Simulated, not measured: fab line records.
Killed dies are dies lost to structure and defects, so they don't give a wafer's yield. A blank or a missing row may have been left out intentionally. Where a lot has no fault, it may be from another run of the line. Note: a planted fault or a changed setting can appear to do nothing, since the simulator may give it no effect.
Comparing a struck lot with a sound one | flow n5Finfet | 22 out of 1938 route steps
Sound: these wafers, L224.1, L224.5, L224.6. Wafers struck: L212.1, L212.2, L212.5. The cause is named last.
At each step with rows: each side's tool, then ch and its chambers, then its first start. Under that, the readings that differ: sound wafers | struck wafers | difference of the means | sigmas: that difference in standard deviations of wafers without a fault.
alike: a reading whose means differ by less than 2 such deviations, as well as words and numbers matching on both sides. not compared: withheld readings; readings where some wafer has no value; bounds like >300 that might hide an equal value; numbers whose values overlap and for which the record gives no deviation.
Wherever a step has rows on one side only, a row that says differs or no value, or a row with sigmas, the two part there. Numbers that don't overlap but have no deviation are shown without sigmas and don't part them. Lack of a reading on every wafer of one side parts them only where that side has two or more wafers.

first, 8 steps without rows for these wafers: N5_BEOL_M4_CO_CAP_55 (material Co, precursor CCTBA/H2, target thk 2 nm, time 102.1 s); N5_BEOL_M4_PRE_CLEAN_56 (time 15 s); N5_BEOL_M4_DEP_57 (deposits SiCN from 3MS/NH3, target thk 8 nm, time 14 s); N5_BEOL_M5_ILD_DEP_00 (deposits SiCOH lowk from DEMS/porogen, target thk 140.64 nm, time 25.9 s); N5_BEOL_M5_CURE_79 (cures SiCOH lowk, time 240 s); N5_BEOL_M5_PECVD_70 (deposits SiO2 from TEOS/O2, target thk 16 nm, time 18 s); N5_BEOL_M5_HM_DEP_02 (deposits TiN, target thk 20 nm); N5_BEOL_M5_COAT_59 (time 60 s, resist thk 60 nm).
N5_BEOL_M5_COAT_60: time 60 s, resist thk 12 nm.
  sound on lithoTrack-04 ch 0, day 16 04:29; struck on lithoTrack-03 ch 0, day 13 00:56
reading                                   | sound                | struck               | difference | sigmas
spinSpeedRpm (rpm)                        | 1499.1 1498.7 1500.7 | 1344.5 1345.7 1345.6 | -154.2     | -99 or more
model.SiARC_of_BEOL_M5_COAT_60.thkNm (nm) | 12 12 12             | 12.6 12.6 12.6       | +0.6       | 
then, 9 steps without rows for these wafers: N5_BEOL_M5_COAT_71 (time 60 s, resist thk 5 nm); N5_BEOL_M5_COAT_05 (resist thk 30 nm); N5_BEOL_M5_EBR_07; N5_BEOL_M5_SOFTBAKE_06 (time 60 s); N5_BEOL_M5_EXPOSE_08 (exposes mask M5, target cd 28 nm); N5_BEOL_M5_PEB_09 (peb time 60 s); N5_BEOL_M5_DEVELOP_10 (develop time 30 s); N5_BEOL_M5_DESCUM_16 (chemistry O2, time 7 s); N5_BEOL_M5_ETCH_72 (etches underlayer in N2/H2, target depth 6.5 nm, time 5.2 s).
N5_BEOL_M5_ETCH_61: etches SiARC in CF4, target depth 15.6 nm, time 26 s.
  sound on rieDiel-05 ch 0,2,3, day 16 05:04; struck on rieDiel-02 ch 0,1, day 13 01:30
reading                 | sound             | struck            | difference | sigmas
model.etch.depthNm (nm) | 12.02 12.02 12.03 | 12.68 12.63 12.65 | +0.63      | 
  alike: drypumpMotorCurrentA, etchRfOnTimeS, oesProductAu, rfFwdPowerW, rfVppV, showerheadPlenumPTorr, throttleValvePct
  not compared: rfHoursCounterH
N5_BEOL_M5_ETCH_62: etches SOC in N2/H2, target depth 75 nm, overetch 15 nm, time 112.5 s.
  sound on rieDiel-05 ch 0,2,3, day 16 05:05; struck on rieDiel-02 ch 0,1, day 13 01:32
reading                                   | sound       | struck      | difference | sigmas
model.SiARC_of_BEOL_M5_COAT_60.thkNm (nm) | 6.8 6.8 6.8 | 7.6 7.2 7.6 | +0.7       | 
  alike: drypumpMotorCurrentA, oesProductAu, rfFwdPowerW, rfVppV, showerheadPlenumPTorr, throttleValvePct
  not compared: rfHoursCounterH
then, 1 step without rows for these wafers: N5_BEOL_M5_STRIP_63 (strips in N2/H2).
-- a jump in the record: the struck wafers' starts before and after are 5 days apart (it breaks off in module BEOL_M5 and resumes in module PASSIVATION, where the first step shown is number 1936 of the route) --
N5_PASSIVATION_PROBE_49:
  rows exist in the record for the struck wafers here (prober-01, day 17 22:13), but not for the sound ones

WHERE THEY PART
Earliest at N5_BEOL_M5_COAT_60; latest, in this record, at N5_PASSIVATION_PROBE_49.

WHY: the cause the simulator had injected
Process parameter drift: lithoTrack-03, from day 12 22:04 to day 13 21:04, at N5_BEOL_M5_COAT_60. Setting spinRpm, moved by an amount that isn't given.
